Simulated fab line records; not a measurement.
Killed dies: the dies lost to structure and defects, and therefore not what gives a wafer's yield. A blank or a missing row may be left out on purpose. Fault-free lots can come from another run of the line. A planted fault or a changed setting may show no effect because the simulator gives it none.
Which tool is to blame? | flow n5Finfet | 8 lots with 24 wafers sampled at 5 steps, on a route of 1938 steps

WHAT EACH GAUGE READ, for each wafer
N5_BEOL_M4_RC_MEAS_101. Usual: DIBL_N 36.4 mV/V, standard deviation 1.7; DIBL_P 36.4 mV/V, standard deviation 2.1; IOFF_N 0.16 nA/um, standard deviation 0.035; IOFF_P 0.21 nA/um, standard deviation 0.035; ION_N 680 uA/um, standard deviation 11; ION_P 465 uA/um, standard deviation 6.8; SS_N 71.5 mV/dec, standard deviation 0.58; SS_P 73.2 mV/dec, standard deviation 0.72; VT_N 249 mV, standard deviation 3.6; VT_P -250 mV, standard deviation 3.1.
lot  | measured     | on        | DIBL_N (mV/V)  | DIBL_P (mV/V)  | IOFF_N (nA/um) | IOFF_P (nA/um) | ION_N (uA/um) | ION_P (uA/um) | SS_N (mV/dec)  | SS_P (mV/dec)  | VT_N (mV)   | VT_P (mV)      | flag
L651 | day 8 13:37  | prober-01 | 36.0 35.2 37.9 | 37.7 36.5 39.5 | 0.17 0.16 0.22 | 0.24 0.22 0.28 | 685 686 693   | 469 471 476   | 71.2 71.3 72.1 | 73.6 73.5 74.4 | 248 249 247 | -250 -250 -246 | 
L653 | day 9 21:58  | prober-02 | 35.7 34.6 36.0 | 37.8 35.9 37.8 | 0.17 0.14 0.18 | 0.19 0.17 0.20 | 678 662 680   | 457 451 459   | 71.7 71.5 71.9 | 73.8 73.2 74.4 | 250 252 247 | -254 -256 -251 | 
L654 | day 9 17:30  | prober-02 | 37.9 35.0 37.2 | 39.1 34.9 37.8 | 0.19 0.13 0.16 | 0.23 0.17 0.21 | 686 666 669   | 461 458 459   | 72.5 70.4 71.7 | 74.7 73.3 73.2 | 247 255 251 | -251 -254 -252 | 
L655 | day 9 22:27  | prober-01 | 36.3 34.1 36.1 | 35.4 33.1 35.0 | 0.15 0.13 0.15 | 0.22 0.19 0.22 | 689 670 683   | 472 466 474   | 71.8 71.3 71.7 | 73.4 72.8 73.1 | 252 252 252 | -248 -246 -246 | 
L658 | day 10 02:14 | prober-02 | 36.5 38.0 40.3 | 36.4 39.3 42.2 | 0.14 0.19 0.24 | 0.19 0.24 0.30 | 686 693 701   | 472 474 475   | 72.0 71.2 72.4 | 73.6 73.5 74.3 | 251 249 244 | -252 -249 -245 | 
L659 | day 10 04:45 | prober-01 | 37.7 35.5 35.9 | 36.4 33.3 34.8 | 0.19 0.13 0.14 | 0.24 0.18 0.21 | 697 655 682   | 474 457 469   | 71.9 71.9 71.6 | 73.2 72.4 72.8 | 244 252 246 | -246 -252 -246 | 
L664 | day 11 20:44 | prober-02 | 34.3 32.1 35.0 | 33.7 33.2 36.9 | 0.13 0.11 0.15 | 0.17 0.17 0.20 | 657 669 663   | 460 466 458   | 71.6 70.7 71.1 | 72.2 72.4 73.0 | 254 252 249 | -251 -253 -249 | 
L671 | day 13 18:07 | prober-01 | 38.1 36.0 34.3 | 38.2 34.8 33.1 | 0.17 0.14 0.12 | 0.26 0.20 0.18 | 678 674 669   | 476 470 466   | 71.5 71.9 70.5 | 74.7 72.7 72.2 | 251 252 254 | -248 -250 -251 | 

WHAT TOOL EACH LOT RAN ON (gives the tool, then ch and the chambers of the sampled wafers, and finally the start)
lot  | N5_MOL_CONTACT_COAG_ETCH_47       | N5_MOL_CONTACT_COAG_DESCUM_45     | N5_MOL_CONTACT_COAG_ETCH_67       | N5_MOL_CONTACT_COAG_STRIP_72
L651 | rieDiel-01 ch 0,1,2, day 5 16:23  | rieDiel-01 ch 2,3, day 5 17:06    | rieDiel-02 ch 0,3, day 5 17:27    | rieDiel-02 ch 0,3, day 5 17:41
L653 | rieDiel-01 ch 0,1,2, day 6 13:01  | rieDiel-04 ch 0,1,3, day 6 14:01  | rieDiel-02 ch 1,3, day 6 14:22    | rieDiel-02 ch 1,3, day 6 14:37
L654 | rieDiel-02 ch 0,1,3, day 6 14:10  | rieDiel-02 ch 0,1, day 6 14:57    | rieDiel-02 ch 0,1,3, day 6 15:28  | rieDiel-02 ch 0,1,3, day 6 15:42
L655 | rieDiel-01 ch 0,1,2, day 6 17:24  | rieDiel-04 ch 0,2,3, day 6 18:15  | rieDiel-04 ch 1,2,3, day 6 18:38  | rieDiel-04 ch 1,2,3, day 6 18:52
L658 | rieDiel-01 ch 0,3, day 7 08:47    | rieDiel-04 ch 0,1,3, day 7 09:28  | rieDiel-01 ch 1,2,3, day 7 10:26  | rieDiel-01 ch 1,2,3, day 7 10:41
L659 | rieDiel-01 ch 1,3, day 7 12:49    | rieDiel-02 ch 2,3, day 7 13:29    | rieDiel-04 ch 0,1,3, day 7 13:50  | rieDiel-04 ch 0,1,3, day 7 14:04
L664 | rieDiel-01 ch 0,1,3, day 8 20:05  | rieDiel-02 ch 1,2,3, day 8 20:46  | rieDiel-01 ch 0,1,3, day 8 21:29  | rieDiel-01 ch 0,1,3, day 8 21:44
L671 | rieDiel-04 ch 0,1,3, day 10 17:26 | rieDiel-04 ch 1,2,3, day 10 18:13 | rieDiel-04 ch 0,1,2, day 10 18:34 | rieDiel-04 ch 0,1,2, day 10 18:48
- N5_MOL_CONTACT_COAG_ETCH_47: etches SiNx in CH3F/O2, stops on W, target depth 27 nm.
- N5_MOL_CONTACT_COAG_DESCUM_45: chemistry O2, time 7 s.
- N5_MOL_CONTACT_COAG_ETCH_67: etches SOC in N2/H2, target depth 60 nm, overetch 21 nm, time 101.2 s.
- N5_MOL_CONTACT_COAG_STRIP_72: strips in N2/H2.

AS READ BY THE TOOLS THEMSELVES (means over the sampled wafers that have a number; for cases with no such wafer, the mark the record gives instead)
N5_MOL_CONTACT_COAG_ETCH_47. Usual: chamberPressureMTorr 30.000 mTorr, standard deviation 0.025; drypumpMotorCurrentA 5.7 A, standard deviation 0.54; etchRfOnTimeS 31.1 s, standard deviation 0.44; oesProductAu 0.70 a.u., standard deviation 0.052; rfFwdPowerW 386.7 W, standard deviation 1.8; rfVppV 297 V, standard deviation 5.5; showerheadPlenumPTorr 2.00 Torr, standard deviation 0.056; throttleValvePct 16.39 %, standard deviation 0.27.
lot  | tool       | chamberPressureMTorr (mTorr) | drypumpMotorCurrentA (A) | etchRfOnTimeS (s) | oesProductAu (a.u.) | rfFwdPowerW (W) | rfVppV (V) | showerheadPlenumPTorr (Torr) | throttleValvePct (%) | flag
L651 | rieDiel-01 | 30.007                       | 5.3                      | 31.2              | 0.76                | 387.3           | 297        | 2.02                         | 16.28                | 
L653 | rieDiel-01 | 29.997                       | 5.3                      | 31.2              | 0.75                | 388.5           | 297        | 2.01                         | 16.30                | 
L654 | rieDiel-02 | 30.014                       | 5.7                      | 31.0              | 0.65                | 386.4           | 294        | 2.02                         | 16.64                | 
L655 | rieDiel-01 | 29.986                       | 5.3                      | 31.1              | 0.76                | 388.1           | 297        | 2.01                         | 16.28                | 
L658 | rieDiel-01 | 29.992                       | 5.6                      | 31.1              | 0.77                | 388.2           | 290        | 2.04                         | 16.18                | 
L659 | rieDiel-01 | 29.969                       | 5.7                      | 31.4              | 0.73                | 387.5           | 295        | 2.04                         | 16.14                | 
L664 | rieDiel-01 | 29.969                       | 5.6                      | 31.6              | 0.73                | 387.4           | 293        | 2.04                         | 16.19                | 
L671 | rieDiel-04 | 30.009                       | 6.0                      | 31.7              | 0.64                | 386.2           | 300        | 1.93                         | 16.70                | 

N5_MOL_CONTACT_COAG_DESCUM_45. Usual: chamberPressureMTorr 20.00 mTorr, standard deviation 0.03; drypumpMotorCurrentA 5.8 A, standard deviation 0.55; oesProductAu 0.77 a.u., standard deviation 0.06; rfVppV 242.9 V, standard deviation 1.3; showerheadPlenumPTorr 2.08 Torr, standard deviation 0.061; throttleValvePct 20.56 %, standard deviation 0.28.
lot  | tool       | chamberPressureMTorr (mTorr) | drypumpMotorCurrentA (A) | oesProductAu (a.u.) | rfVppV (V) | showerheadPlenumPTorr (Torr) | throttleValvePct (%) | flag
L651 | rieDiel-01 | 19.99                        | 5.9                      | 0.85                | 243.0      | 2.09                         | 20.08                | 
L653 | rieDiel-04 | 20.00                        | 6.0                      | 0.73                | 241.6      | 2.04                         | 20.77                | 
L654 | rieDiel-02 | 20.01                        | 6.3                      | 0.74                | 243.3      | 2.12                         | 20.69                | 
L655 | rieDiel-04 | 20.00                        | 6.1                      | 0.80                | 241.4      | 2.02                         | 20.48                | 
L658 | rieDiel-04 | 19.99                        | 6.0                      | 0.74                | 242.8      | 2.03                         | 20.77                | 
L659 | rieDiel-02 | 20.00                        | 5.3                      | 0.74                | 244.4      | 2.10                         | 20.63                | 
L664 | rieDiel-02 | 20.02                        | 5.8                      | 0.74                | 243.4      | 2.10                         | 20.60                | 
L671 | rieDiel-04 | 20.00                        | 5.8                      | 0.75                | 241.9      | 2.03                         | 20.57                | 

N5_MOL_CONTACT_COAG_ETCH_67. Usual: value, then standard deviation, for each; chamberPressureMTorr 30.00 mTorr / 0.034; drypumpMotorCurrentA 5.7 A / 0.54; oesProductAu 0.65 a.u. / 0.05; rfFwdPowerW 835.1 W / 2.8; rfVppV 523.8 V / 2; showerheadPlenumPTorr 2.54 Torr / 0.065; throttleValvePct 17.9 % / 0.32.
lot  | tool       | chamberPressureMTorr (mTorr) | drypumpMotorCurrentA (A) | oesProductAu (a.u.) | rfFwdPowerW (W) | rfVppV (V) | showerheadPlenumPTorr (Torr) | throttleValvePct (%) | flag
L651 | rieDiel-02 | 29.99                        | 5.2                      | 0.62                | 836.5           | 524.2      | 2.58                         | 18.3                 | 
L653 | rieDiel-02 | 30.02                        | 5.6                      | 0.62                | 1036.9          | 487.3      | 2.54                         | 18.2                 | OFF
L654 | rieDiel-02 | 30.00                        | 5.7                      | 0.62                | 1036.9          | 488.1      | 2.57                         | 18.2                 | OFF
L655 | rieDiel-04 | 30.00                        | 5.8                      | 0.66                | 839.3           | 522.3      | 2.48                         | 18.0                 | 
L658 | rieDiel-01 | 30.00                        | 5.6                      | 0.68                | 835.0           | 524.2      | 2.55                         | 17.6                 | 
L659 | rieDiel-04 | 30.00                        | 6.0                      | 0.61                | 834.0           | 521.5      | 2.45                         | 18.2                 | 
L664 | rieDiel-01 | 29.99                        | 5.7                      | 0.69                | 835.6           | 525.0      | 2.58                         | 17.5                 | 
L671 | rieDiel-04 | 29.98                        | 6.3                      | 0.63                | 835.3           | 521.8      | 2.46                         | 18.0                 | 

N5_MOL_CONTACT_COAG_STRIP_72. Usual: chamberPressureMTorr 20.00 mTorr, standard deviation 0.044; drypumpMotorCurrentA 5.7 A, standard deviation 0.54; oesProductAu 0.78 a.u., standard deviation 0.062; rfVppV 59.2 V, standard deviation 2; showerheadPlenumPTorr 2.54 Torr, standard deviation 0.065; throttleValvePct 23.7 %, standard deviation 0.4.
lot  | tool       | chamberPressureMTorr (mTorr) | drypumpMotorCurrentA (A) | oesProductAu (a.u.) | rfVppV (V) | showerheadPlenumPTorr (Torr) | throttleValvePct (%) | flag
L651 | rieDiel-02 | 19.98                        | 5.2                      | 0.75                | 60.6       | 2.57                         | 24.1                 | 
L653 | rieDiel-02 | 19.93                        | 5.6                      | 0.74                | 58.6       | 2.54                         | 24.1                 | 
L654 | rieDiel-02 | 19.97                        | 5.7                      | 0.74                | 58.4       | 2.57                         | 24.1                 | 
L655 | rieDiel-04 | 19.96                        | 5.8                      | 0.80                | 58.3       | 2.48                         | 23.8                 | 
L658 | rieDiel-01 | 20.02                        | 5.6                      | 0.82                | 60.2       | 2.54                         | 23.3                 | 
L659 | rieDiel-04 | 20.01                        | 6.0                      | 0.74                | 61.0       | 2.45                         | 23.9                 | 
L664 | rieDiel-01 | 20.01                        | 5.7                      | 0.83                | 57.6       | 2.57                         | 23.3                 | 
L671 | rieDiel-04 | 20.01                        | 6.3                      | 0.76                | 55.8       | 2.46                         | 23.7                 | 

THE ANSWER, worked out from the rows above alone
Rule: lot off if the mean of its wafers having a number is beyond 3 standard deviations from the usual mean. A lot without any number at a reading at which 4 lots or more have one is off too. All remaining lots with rows at the step are treated as sound. Order of review: gauges by route order, followed by the tools' own readings, for which a lot's mean as printed above is used. The first step at which some lot is off is used, and at that step the reading that is off furthest; a lot without a number counts as furthest.
Off at N5_MOL_CONTACT_COAG_ETCH_67 (rfFwdPowerW): L653, L654.
A tool fits if, at that step or a process step before it, it ran every lot that is off, and no sound lot after the first of them. One fits: rieDiel-02 at N5_MOL_CONTACT_COAG_ETCH_67. Its last sound lot is L651 (day 5 17:27), its first lot that is off L653 (day 6 14:22): a fault that began between those two fits.
The tool's own readings at N5_MOL_CONTACT_COAG_ETCH_67 bear it out: on the lots that are off they differ by more than 5 times the standard deviation of the sound lots' means. rfFwdPowerW reads 1036.9 W there against 836.0 W on the sound lots; rfVppV reads 487.7 V there against 523.2 V on the sound lots.

WHAT THE SIMULATOR PUT IN
Process parameters drifting: rieDiel-02 at N5_MOL_CONTACT_COAG_ETCH_67, beginning at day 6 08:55. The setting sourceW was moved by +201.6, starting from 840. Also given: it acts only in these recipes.
Struck lots among those shown: L654, L653. The rule above reached the same finding.
